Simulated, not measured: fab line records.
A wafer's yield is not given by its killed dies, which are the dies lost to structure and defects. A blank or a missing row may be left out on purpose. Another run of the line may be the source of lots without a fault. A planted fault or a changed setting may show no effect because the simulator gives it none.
fab line records    flow nand-harc
[record] lots = 6  wafers = 18  last-day = 33
route steps=1302 shown P_CONTACT@249 P_M0@253 END@1302
lots untouched by any fault: they come from a run of this same line in which no faults occurred
start-h: start of the lot's first displayed wafer, in hours after the record's first day    wait-h: time in hours since the lot's previous step    " same as the row above    L1.1+2: a single row standing in for several wafers    - no value, or no start given    * or withheld: withheld    < > ~ a bound
route shown NAME@n: a module of which the file shows steps, and the number in the route of the first    usual: mean/standard deviation taken from wafers without a fault    same: alike in all rows    chamber/n: place in a boat    sites: per-site readings    _std_site: their standard deviation    _edge_site: mean of outer sites minus mean of inner sites    radius-mm: how far each site lies from the wafer's centre    mask NAME#n: copy n    behind: the most recent tool/chamber to have shaped the wafer    hold: what put the lot on hold/how long, in hours/how the hold closed    device: the n, p or np transistor that did not switch    end of line: tests of these same wafers at the route's end    a step with no rows: only its recipe    killed: dies that structure and defects cost at the first sort, which is not the same as the wafer's yield    map: the dies of a wafer, with x for killed, . for not killed, _ for no die there
set.NAME: the run value of the setting; set.NAME@STEP: its run value at that earlier step    model.NAME: the simulator's own value behind a step, which no gauge read
lots at some steps of the route; a table a step, a row a wafer
services: from which hour (start-h, from the record's first day; less than 0 if before it) a tool's chamber was out of use, for how many hours, and why
[[steps]]
[step NHARC_P_CONTACT_CMP_24]
[recipe] t-overpolish-s = 30  target-thk-nm = 200
[usual] motor-current-A = 11.9/0.97  overpolish-run-s = 30.000/0.0086  time-to-endpoint-s = 39.5/2.6
lot.wafer  tool    chamber  start-h  wait-h  motor-current-A  overpolish-run-s  time-to-endpoint-s
L285.3     cmp-01  1        159.34   0.4     11.0             30.007            38.1
L285.4     "       3        "        "       12.4             30.012            37.5
L285.6     "       1        "        "       11.2             30.003            40.5
L287.2     cmp-04  0        178.54   0.6     14.5             30.002            34.6
L287.4     "       2        "        "       12.1             29.998            33.5
L287.6     "       3        "        "       11.9             30.006            37.1
L286.3     cmp-01  0        179.33   0.3     11.3             29.999            38.7
L286.4     "       2        "        "       13.2             30.000            36.0
L286.6     "       3        "        "       12.0             30.013            36.7
L297.4     cmp-01  0        286.20   0.4     10.9             29.986            37.5
L297.1     "       1        "        "       11.0             30.008            42.6
L297.6     "       0        "        "       11.2             30.003            37.5
L301.3     cmp-02  3        316.84   0.4     11.3             29.991            36.9
L301.1     "       0        "        "       11.2             29.986            37.8
L301.6     "       1        "        "       13.0             29.996            40.6
L302.1     cmp-01  0        328.04   0.6     11.0             30.016            40.7
L302.2     "       1        "        "       10.4             29.997            40.5
L302.5     "       3        "        "       12.0             30.008            40.6
[step NHARC_P_CONTACT_SRD_26]
[step NHARC_P_CONTACT_INSPECT_27]
[usual] raw-defect-count = 271/120
lot.wafer  tool               chamber  start-h  wait-h  raw-defect-count
L285.3     defect-inspect-01  -        159.74   0.1     151
L285.4     "                  -        "        "       179
L285.6     "                  -        "        "       218
L287.2     defect-inspect-02  -        178.91   0.1     544
L287.4     "                  -        "        "       445
L287.6     "                  -        "        "       294
L286.3     defect-inspect-02  -        179.71   0.1     250
L286.4     "                  -        "        "       115
L286.6     "                  -        "        "       154
L297.1     defect-inspect-01  -        286.60   0.1     340
L297.4     "                  -        "        "       214
L297.6     "                  -        "        "       312
L301.1     defect-inspect-02  -        317.19   0.1     206
L301.3     "                  -        "        "       169
L301.6     "                  -        "        "       234
L302.1     defect-inspect-01  -        328.42   0.1     235
L302.2     "                  -        "        "       166
L302.5     "                  -        "        "       213
[step NHARC_P_M0_DEP_00]
[recipe] target-thk-a = 1500  target-thk-nm = 150  temp-c = withheld  pressure-torr = 5  flow-sccm = 200  rf-w = 600  material = SiOC
[step NHARC_P_M0_DEHYDRATE_01]
[recipe] temp-c = 150  time-s = 120
[step NHARC_P_M0_HMDS_02]
[recipe] time-s = 30
[step NHARC_P_M0_COAT_33]
[recipe] temp-c = 200  time-s = 65
[step NHARC_P_M0_COAT_03]
[recipe] spin-rpm = 1500  resist-thk-nm = 90
[step NHARC_P_M0_SOFTBAKE_04]
[recipe] temp-c = 105  time-s = 55
[step NHARC_P_M0_EBR_05]
[step NHARC_P_M0_EXPOSE_06]
[recipe] na = 1.35  target-cd-nm = 90  dose-mj = 81.28  mask-id = P_M0
[step NHARC_P_M0_PEB_07]
[recipe] peb-temp-c = 100  peb-time-s = 65
[usual] chill-plate-temp-C = 23.01/0.11  heater-power-total-W = 156.7/0.42
lot.wafer  tool            chamber  start-h  wait-h  chill-plate-temp-C  heater-power-total-W
L285.3     litho-track-04  0        160.56   0.0     23.20               156.0
L285.4     "               0        "        "       23.13               157.1
L285.6     "               0        "        "       23.17               157.1
L287.2     litho-track-04  0        179.61   0.1     23.05               180.3
L287.4     "               0        "        "       22.88               156.5
L287.6     "               0        "        "       22.88               157.1
L286.3     litho-track-04  0        180.54   0.0     22.84               179.9
L286.4     "               0        "        "       22.92               157.0
L286.6     "               0        "        "       22.89               156.9
L297.1     litho-track-04  0        287.43   0.1     23.04               157.2
L297.4     "               0        "        "       23.06               156.5
L297.6     "               0        "        "       23.03               157.2
L301.1     litho-track-04  0        318.01   0.1     23.07               156.8
L301.3     "               0        "        "       23.16               156.5
L301.6     "               0        "        "       23.11               157.1
L302.1     litho-track-01  0        329.12   0.1     23.08               157.2
L302.2     "               0        "        "       22.97               157.1
L302.5     "               0        "        "       22.93               157.0
[step NHARC_P_M0_DEVELOP_08]
[recipe] develop-time-s = 35  dev-temp-c = 23
[step NHARC_P_M0_CD_MEAS_09]
[recipe] target-cd-nm = 90  landing-energy-ev = 500
[usual] cd-nm = 89.9/0.69
lot.wafer  tool       chamber  start-h  wait-h  cd-nm
L285.3     cd-sem-01  0        160.64   -       89.4
L285.4     "          0        "        "       90.5
L285.6     "          0        "        "       90.2
L287.2     cd-sem-01  0        179.69   -       81.3
L287.4     "          0        "        "       89.8
L287.6     "          0        "        "       91.1
L286.3     cd-sem-02  0        180.62   -       80.7
L286.4     "          0        "        "       89.9
L286.6     "          0        "        "       89.4
L297.1     cd-sem-02  0        287.52   -       89.3
L297.4     "          0        "        "       90.2
L297.6     "          0        "        "       90.4
L301.1     cd-sem-03  0        318.09   -       89.6
L301.3     "          0        "        "       90.4
L301.6     "          0        "        "       89.4
L302.1     cd-sem-02  0        329.20   -       89.6
L302.2     "          0        "        "       90.1
L302.5     "          0        "        "       90.4
[step NHARC_P_M0_OVL_MEAS_10]
[recipe] pitch-nm = 180
[usual] overlay-x-nm = 0.3/0.92  overlay-y-nm = 0.0/0.73
lot.wafer  tool        chamber  start-h  wait-h  overlay-x-nm  overlay-y-nm
L285.3     overlay-01  -        160.72   -       1.4           -1.8
L285.4     "           -        "        "       2.1           -0.9
L285.6     "           -        "        "       1.5           -1.0
L287.2     overlay-02  -        179.78   -       1.5           0.2
L287.4     "           -        "        "       0.9           0.0
L287.6     "           -        "        "       0.8           0.4
L286.3     overlay-02  -        180.70   -       1.2           0.5
L286.4     "           -        "        "       -0.1          0.8
L286.6     "           -        "        "       0.5           -0.2
L297.1     overlay-02  -        287.61   -       1.1           0.8
L297.4     "           -        "        "       1.4           0.8
L297.6     "           -        "        "       1.5           1.1
L301.1     overlay-01  -        318.18   -       0.7           0.4
L301.3     "           -        "        "       0.4           -0.1
L301.6     "           -        "        "       1.0           0.0
L302.1     overlay-01  -        329.29   -       2.1           -0.1
L302.2     "           -        "        "       1.4           0.2
L302.5     "           -        "        "       1.6           -0.1
[step NHARC_P_M0_INSPECT_11]
[usual] raw-defect-count = 4.2/3
lot.wafer  tool               chamber  start-h  wait-h  raw-defect-count
L285.3     defect-inspect-02  -        160.76   0.0     4
L285.4     "                  -        "        "       4
L285.6     "                  -        "        "       4
L287.2     defect-inspect-02  -        179.81   0.0     4
L287.4     "                  -        "        "       4
L287.6     "                  -        "        "       2
L286.3     defect-inspect-01  -        180.74   0.0     4
L286.4     "                  -        "        "       3
L286.6     "                  -        "        "       4
L297.1     defect-inspect-01  -        287.65   0.0     3
L297.4     "                  -        "        "       4
L297.6     "                  -        "        "       5
L301.1     defect-inspect-02  -        318.22   0.0     3
L301.3     "                  -        "        "       5
L301.6     "                  -        "        "       1
L302.1     defect-inspect-02  -        329.33   0.0     10
L302.2     "                  -        "        "       6
L302.5     "                  -        "        "       7
[step NHARC_P_M0_DESCUM_14]
[recipe] time-s = 3  o2-flow-sccm = 200  ar-flow-sccm = 0  bias-power-w = 0  chemistry = O2
[usual] drypump-motor-current-A = 5.7/0.44  oes-product-au = 0.999/0.0084  rf-vpp-V = 57.8/0.89  showerhead-plenum-p-Torr = 1.90/0.083  throttle-valve-pct = 11.310/0.0093
lot.wafer  tool         chamber  start-h  wait-h  drypump-motor-current-A  oes-product-au  rf-hours-counter-h  rf-vpp-V  showerhead-plenum-p-Torr  throttle-valve-pct  model.P_M0.cd-nm
L285.3     rie-diel-10  3        160.83   0.1     5.5                      1.009           33                  57.1      1.79                      11.308              89.65
L285.4     "            0        "        "       5.2                      0.992           34                  59.4      1.89                      11.311              91.83
L285.6     "            3        "        "       5.5                      1.001           -                   57.7      1.79                      11.316              89.76
L287.4     rie-diel-10  1        179.87   0.1     6.0                      0.991           35                  57.5      1.82                      11.322              90.41
L287.2     "            0        "        "       5.3                      1.006           42                  56.2      1.89                      11.317              82.23
L287.6     "            1        "        "       6.0                      0.998           -                   57.3      1.82                      11.319              91.52
L286.4     rie-diel-10  1        180.80   0.1     6.0                      0.995           36                  57.6      1.82                      11.316              90.04
L286.3     "            3        "        "       5.5                      0.991           41                  57.5      1.78                      11.318              80.92
L286.6     "            2        "        "       5.1                      0.980           -                   57.0      1.94                      11.335              89.12
L297.1     rie-diel-02  1        287.72   0.1     6.2                      0.988           10                  57.0      2.02                      11.309              89.71
L297.4     "            2        "        "       5.1                      0.994           10                  57.8      1.92                      11.307              89.48
L297.6     "            1        "        "       6.2                      0.990           -                   58.4      2.03                      11.321              90.31
L301.1     rie-diel-02  0        318.30   0.1     5.8                      1.009           12                  58.3      1.80                      11.291              89.29
L301.3     "            1        "        "       6.2                      0.982           14                  58.4      2.02                      11.331              90.81
L301.6     "            2        "        "       5.1                      1.010           -                   56.5      1.91                      11.324              88.74
L302.2     rie-diel-02  2        329.40   0.1     5.1                      0.998           16                  58.8      1.91                      11.304              90.4
L302.1     "            0        "        "       5.8                      1.005           14                  57.6      1.80                      11.316              90.24
L302.5     "            1        "        "       6.2                      0.992           -                   58.4      2.02                      11.324              90.43
[step NHARC_P_M0_ETCH_34]
[recipe] target-depth-a = 400  overetch-a = 120  time-s = 43.94  ion-energy-ev = 200  n2-flow-sccm = 150  h2-flow-sccm = 150  ar-flow-sccm = 0  rf-w = 400  bias-w = 150  chemistry = N2/H2
[usual] drypump-motor-current-A = 5.7/0.44  oes-product-au = 0.998/0.0081  rf-fwd-power-W = 395.1/1.5  rf-vpp-V = 429.9/2.7  showerhead-plenum-p-Torr = 2.02/0.093  throttle-valve-pct = 14.172/0.01
lot.wafer  tool         chamber  start-h  wait-h  drypump-motor-current-A  oes-product-au  rf-fwd-power-W  rf-hours-counter-h  rf-vpp-V  showerhead-plenum-p-Torr  throttle-valve-pct
L285.4     rie-diel-10  3        160.95   0.1     5.5                      0.992           395.3           33                  428.4     1.90                      14.173
L285.3     "            1        "        "       6.0                      0.989           395.5           28                  427.0     1.94                      14.186
L285.6     "            3        "        "       5.5                      1.008           397.7           -                   426.8     1.90                      14.178
L287.4     rie-diel-10  1        179.96   0.1     6.0                      1.010           396.3           35                  426.5     1.93                      14.176
L287.2     "            2        "        "       5.1                      0.997           397.0           33                  431.4     2.07                      14.158
L287.6     "            1        "        "       6.0                      1.019           395.6           -                   427.9     1.93                      14.161
L286.4     rie-diel-10  3        180.88   0.1     5.5                      1.006           393.4           41                  426.0     1.90                      14.178
L286.3     "            1        "        "       6.0                      1.003           395.0           36                  427.3     1.93                      14.175
L286.6     "            3        "        "       5.5                      0.999           395.1           -                   426.7     1.90                      14.172
L297.1     rie-diel-02  3        287.79   0.1     6.1                      0.996           391.3           11                  428.4     1.99                      14.185
L297.4     "            2        "        "       5.1                      1.003           395.5           10                  429.9     2.04                      14.169
L297.6     "            0        "        "       5.8                      1.004           391.0           -                   427.0     1.92                      14.166
L301.3     rie-diel-02  0        318.36   0.1     5.8                      1.019           394.9           12                  427.8     1.92                      14.165
L301.1     "            3        "        "       6.1                      0.996           395.5           16                  428.1     1.99                      14.172
L301.6     "            1        "        "       6.2                      0.992           393.8           -                   433.9     2.16                      14.180
L302.2     rie-diel-02  1        329.48   0.1     6.3                      0.994           395.6           15                  433.4     2.16                      14.185
L302.1     "            3        "        "       6.1                      0.990           396.0           17                  426.5     1.98                      14.168
L302.5     "            1        "        "       6.3                      0.982           396.5           -                   435.2     2.16                      14.168
[step NHARC_P_M0_ETCH_15]
[recipe] target-depth-a = 1500  overetch-a = 150  time-s = 82.5  c4f8-flow-sccm = withheld  ar-flow-sccm = 400  rf-w = 600  bias-w = 300  chemistry = C4F8/Ar
[usual] oes-product-au = 0.954/0.022  rf-fwd-power-W = 595.4/2  rf-vpp-V = 440.1/2.6
lot.wafer  tool         chamber  start-h  wait-h  oes-product-au  rf-fwd-power-W  rf-hours-counter-h  rf-vpp-V  model.P_M0.cd-nm
L285.4     rie-diel-10  3        -        -       0.949           595.3           34                  437.4     91.78
L285.3     "            0        "        "       0.938           598.7           34                  440.7     89.1
L285.6     "            3        "        "       0.928           596.4           -                   436.6     89.97
L287.2     rie-diel-10  3        -        -       0.934           595.1           41                  437.4     82.54
L287.4     "            1        "        "       0.925           592.0           36                  436.5     89.98
L287.6     "            0        "        "       0.919           594.3           -                   441.0     91.02
L286.3     rie-diel-10  3        -        -       0.917           594.8           41                  436.4     80.24
L286.4     "            1        "        "       0.925           592.1           36                  437.6     90.46
L286.6     "            3        "        "       0.926           596.2           -                   436.8     89.42
L297.4     rie-diel-02  1        -        -       0.952           592.9           10                  444.5     89.35
L297.1     "            2        "        "       0.978           598.5           10                  442.4     89.82
L297.6     "            0        "        "       0.973           595.4           -                   437.9     90.38
L301.1     rie-diel-02  1        -        -       0.975           593.9           14                  445.2     89.38
L301.3     "            2        "        "       0.965           597.1           15                  440.6     90.78
L301.6     "            0        "        "       0.997           596.3           -                   435.9     88.14
L302.2     rie-diel-02  2        -        -       0.970           595.9           16                  441.2     89.98
L302.1     "            1        "        "       0.956           594.1           15                  444.2     89.93
L302.5     "            2        "        "       0.963           593.8           -                   441.0     89.97
[step NHARC_P_M0_CD_MEAS_16]
[usual] cd-nm = 89.9/0.97
lot.wafer  tool       chamber  start-h  wait-h  cd-nm
L285.3     cd-sem-03  -        161.42   -       88.9
L285.4     "          -        "        "       91.9
L285.6     "          -        "        "       89.9
L287.2     cd-sem-02  -        180.22   -       82.8
L287.4     "          -        "        "       90.0
L287.6     "          -        "        "       90.9
L286.3     cd-sem-02  -        181.11   -       80.1
L286.4     "          -        "        "       90.6
L286.6     "          -        "        "       89.2
L297.1     cd-sem-02  -        288.01   -       89.9
L297.4     "          -        "        "       89.2
L297.6     "          -        "        "       90.5
L301.1     cd-sem-03  -        318.58   -       89.6
L301.3     "          -        "        "       90.8
L301.6     "          -        "        "       87.9
L302.1     cd-sem-02  -        329.69   -       90.1
L302.2     "          -        "        "       89.7
L302.5     "          -        "        "       90.0
[step NHARC_END_SORT_01]
[recipe] temp-c = 25
[usual] defect-limited-yield = 90.6/2.3  killed-at-array = 59/16  killed-at-other = 0.8/1.1  killed-at-periphery = 3.6/2.4  killed-dies = 64/16  killed-open = 3.4/1.8  killed-short = 2.5/1.6
[same] gross-dies = 677
lot.wafer  tool       chamber  start-h  wait-h  defect-limited-yield[%]  killed-at-array  killed-at-other  killed-at-periphery  killed-dies  killed-open  killed-short
L287.2     prober-01  0        614.36   2.8     88.3                     75               0                4                    79           4            0
L286.3     prober-02  0        615.20   3.1     87.3                     75               0                11                   86           2            0
L286.4     prober-02  0        616.01   3.4     92.6                     47               1                2                    50           4            2
L286.6     prober-02  0        617.62   4.0     89.2                     68               2                3                    73           7            6
L297.1     prober-01  0        733.71   2.5     88.5                     74               0                4                    78           3            4
L297.4     prober-01  0        736.15   3.4     90.7                     60               1                2                    63           3            2
L297.6     prober-01  0        737.77   4.1     89.8                     65               1                3                    69           3            3
L302.1     prober-02  0        779.49   2.5     91.9                     41               4                10                   55           4            1
L302.2     prober-02  0        780.31   2.8     92.9                     41               3                4                    48           3            3
L302.5     prober-02  0        782.76   3.8     92.0                     47               1                6                    54           2            5
// killed by level:class
L287.2 A_CHANNEL_HOLE_D2:chamber-film-flake=36 A_SLIT:chamber-film-flake=28 A_STAIRCASE:chamber-film-flake=4 A_CONTACT:chamber-film-flake=2 A_CHANNEL_FILL_D1:geometric-particle:open=1 A_CHANNEL_FILL_D2:geometric-particle:open=1 A_WL_FILL:geometric-particle:open=1 A_M0:geometric-particle:open=1
L286.3 A_CHANNEL_HOLE_D1:chamber-film-flake=41 A_CHANNEL_HOLE_D2:chamber-film-flake=17 P_M0:area-peb=9 A_STAIRCASE:chamber-film-flake=8 P_ZERO_WELL:chamber-film-flake=2 A_CHANNEL_FILL_D1:chamber-film-flake=2 A_SLIT:chamber-film-flake=2 A_ONON_D2:geometric-particle:open=1
L286.4 A_CHANNEL_HOLE_D1:chamber-film-flake=29 A_CHANNEL_HOLE_D2:chamber-film-flake=6 A_STAIRCASE:chamber-film-flake=3 A_SOURCE_PLATE:geometric-particle:open=1 A_CHANNEL_FILL_D1:geometric-particle:open=1 A_DECK1_JOINT:chamber-film-flake=1 A_DECK1_JOINT:geometric-particle:short=1 A_CHANNEL_HOLE_D2:geometric-particle:short=1
L286.6 A_CHANNEL_HOLE_D1:chamber-film-flake=42 A_CHANNEL_HOLE_D2:chamber-film-flake=5 A_STAIRCASE:chamber-film-flake=4 A_CHANNEL_FILL_D1:geometric-particle:short=2 A_CONTACT:chamber-film-flake=2 THIN_TSV:chamber-film-flake=2 P_CONTACT:geometric-particle:open=1 P_M0:geometric-particle:open=1
L297.1 A_SLIT:chamber-film-flake=36 A_CHANNEL_HOLE_D2:chamber-film-flake=13 A_CHANNEL_HOLE_D1:chamber-film-flake=10 A_CONTACT:chamber-film-flake=7 A_BLC:chamber-film-flake=2 P_CONTACT:geometric-particle:open=1 P_CONTACT:geometric-particle:short=1 A_CHANNEL_FILL_D1:geometric-particle:short=1
L297.4 A_SLIT:chamber-film-flake=33 A_CHANNEL_HOLE_D2:chamber-film-flake=12 A_CHANNEL_HOLE_D1:chamber-film-flake=8 P_CONTACT:geometric-particle:open=1 A_CHANNEL_FILL_D1:geometric-particle:open=1 A_DECK1_JOINT:geometric-particle:short=1 A_WL_FILL:geometric-particle:short=1 A_BONDPAD:geometric-particle:open=1
L297.6 A_SLIT:chamber-film-flake=29 A_CHANNEL_HOLE_D2:chamber-film-flake=17 A_CHANNEL_HOLE_D1:chamber-film-flake=5 A_CHANNEL_FILL_D2:chamber-film-flake=3 A_STAIRCASE:chamber-film-flake=3 A_CONTACT:chamber-film-flake=3 A_M0:geometric-particle:short=2 P_GATE:geometric-particle:open=1
L302.1 A_SLIT:chamber-film-flake=28 P_GATE:chamber-film-flake=9 A_CONTACT:chamber-film-flake=4 THIN_TSV:chamber-film-flake=4 A_STAIRCASE:chamber-film-flake=3 P_M2:geometric-particle:open=1 A_CHANNEL_FILL_D1:geometric-particle:short=1 A_ONON_D2:geometric-particle:open=1
L302.2 A_SLIT:chamber-film-flake=27 A_CONTACT:chamber-film-flake=6 THIN_TSV:chamber-film-flake=3 P_GATE:chamber-film-flake=2 A_CHANNEL_HOLE_D1:chamber-film-flake=2 P_CONTACT:geometric-particle:open=1 P_M1:geometric-particle:short=1 A_CHANNEL_FILL_D1:geometric-particle:short=1
L302.5 A_SLIT:chamber-film-flake=33 P_GATE:chamber-film-flake=5 A_CONTACT:chamber-film-flake=5 A_ONON_D1:geometric-particle:short=2 A_STAIRCASE:chamber-film-flake=2 P_M0:geometric-particle:short=1 A_CHANNEL_FILL_D1:geometric-particle:short=1 A_DECK1_JOINT:geometric-particle:open=1
[[services]]
tool            chamber  start-h  hours  kind
rie-diel-02     0        146.86   -      clean
rie-diel-02     1        146.86   -      clean
rie-diel-02     2        146.86   -      clean
litho-track-01  -        155.00   7.0    pm
cmp-02          -        175.77   1.1    repair
cmp-04          -        181.24   1.1    repair
cmp-01          -        183.76   0.3    repair
cmp-04          -        199.83   0.9    repair
litho-track-04  -        203.00   7.0    pm
cmp-01          -        204.01   4.0    pm
cmp-04          -        209.00   4.0    pm
rie-diel-02     -        216.71   9.0    pm
cmp-04          -        228.72   2.8    repair
cmp-02          -        233.10   4.0    pm
cmp-01          -        234.56   4.3    repair
rie-diel-02     0        242.31   7.8    repair
rie-diel-10     -        242.88   9.0    pm
rie-diel-02     0        258.58   3.3    repair
cmp-01          -        271.89   3.2    repair
cmp-04          -        273.61   4.7    repair
rie-diel-02     0        292.32   6.6    repair
cmp-01          -        302.01   4.0    pm
cmp-04          -        307.00   4.0    pm
cmp-01          -        307.10   0.5    repair
[[key]]
[first-sign] step = NHARC_P_M0_PEB_07  reading = heater-power-total-W  direction = up  sigmas = 56  usual = *  struck = *
[effect] step = NHARC_P_M0_CD_MEAS_09  reading = cd-nm  direction = down  sigmas = 13  usual = 89.9  struck = 81.0
[effect] step = NHARC_P_M0_CD_MEAS_16  reading = cd-nm  direction = down  sigmas = 8.7  usual = 89.9  struck = 81.5
[model-effect] step = NHARC_P_M0_DESCUM_14  value = P_M0.cd-nm  without = 90.92  struck = 81.57
[model-effect] step = NHARC_P_M0_ETCH_15  value = P_M0.cd-nm  without = 90.74  struck = 81.39
met-at NHARC_P_M0_PEB_07
struck-wafers L286.3,L287.2
onset-between 160.56 179.61
[fault] kind = process-parameter-drift  tool = litho-track-04  chamber = -  onset-h = 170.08  steps = NHARC_P_M0_PEB_07  channel = peb-time-s  offset = *  shape = step  end-h = 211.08  scope = struck-wafers-only  acts-in = *  stated = *
